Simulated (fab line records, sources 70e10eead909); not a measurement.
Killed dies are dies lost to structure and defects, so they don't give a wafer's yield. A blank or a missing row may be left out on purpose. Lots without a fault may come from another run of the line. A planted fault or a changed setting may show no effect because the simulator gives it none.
Problem report in the 8D (eight disciplines) form, filled by code | flow nand_harc | the parts of the form that need people (team, actions taken, sign-off) are left out

1. THE PROBLEM
raw_defect_count at NHARC_P_ZERO_WELL_INSPECT_43 reads a mean of 420 on 6 wafers of 2 lots; wafers without a fault read 12 with a standard deviation of 6.2. That is +66 standard deviations from the usual mean.
First seen on wafer L703.3, day 6 08:56, on defect_inspect-02. The record holds 39 wafers of 13 lots with a number at this step. Rule for "out", or "out of limits": more than 4 standard deviations from the usual mean. The other wafers with a number count as sound.

2. WHAT IT IS AND WHAT IT IS NOT
question                    | is                                   | is not
which readings at this step | raw_defect_count                     | -
which lots                  | L703, L705                           | L693, L695, L696, L698, L699, L700, L708, L713, L714, L715, L716
which wafers of those lots  | all that have a number               | -
read on which gauges        | defect_inspect-01, defect_inspect-02 | -
when                        | from day 6 08:56                     | up to then (18 sound wafers); but 15 sound wafers of L708, L713, L714, L715, L716 came after

3. SUSPECTS, AND WHAT RULES EACH OUT
Counting: a tool at a process step up to the reading stays a suspect if it ran every lot that is out and no sound lot after the first of them.
- the gauge at NHARC_P_ZERO_WELL_INSPECT_43: ruled out. The wafers that are out were read on 2 gauges (defect_inspect-01, defect_inspect-02).
- wet_bench-06 at NHARC_P_ZERO_WELL_STRIP_28 (strips in SPM, time 840 s): ruled out as a lasting fault. Sound lots L713 ran on it after its first lot that is out, L703 (day 6 04:05).
Left after counting: nothing in the record.

4. THE CAUSE (what the simulator had put in)
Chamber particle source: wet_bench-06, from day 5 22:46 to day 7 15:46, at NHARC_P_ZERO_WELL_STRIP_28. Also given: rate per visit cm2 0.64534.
Counting ruled it out, wrongly: the rule takes a fault to strike every lot that its tool runs from its start on, and this one did not.

5. THE CHAIN OF EFFECTS, in route order
Each row: a reading whose mean over the struck wafers that have a number lies more than 3 standard deviations from the usual. Only readings for which the record gives a usual standard deviation are gone through. hours: the time from each lot's start at the first step in this table that gives one to its start at this step, as a median over the lots. sigmas: the change in usual standard deviations.
hours | step                         | reading             | usual | on struck wafers | change | sigmas
0     | NHARC_P_ZERO_WELL_INSPECT_43 | raw_defect_count    | 12    | 420              | +408   | +66
538   | NHARC_END_SORT_01            | killed_at_periphery | 3.7   | 76.0             | +72.3  | +29
Later measuring or inspecting steps at which every struck wafer that the step has a row for has a number for every such reading, and none has moved that far: NHARC_P_STI_CD_MEAS_16, NHARC_P_GATE_CD_MEAS_11.

6. WHAT WOULD HAVE CAUGHT IT SOONER
In this record the first reading out of limits at a measuring or inspecting step was taken at day 6 08:56, 10 hours after the fault began at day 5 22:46.
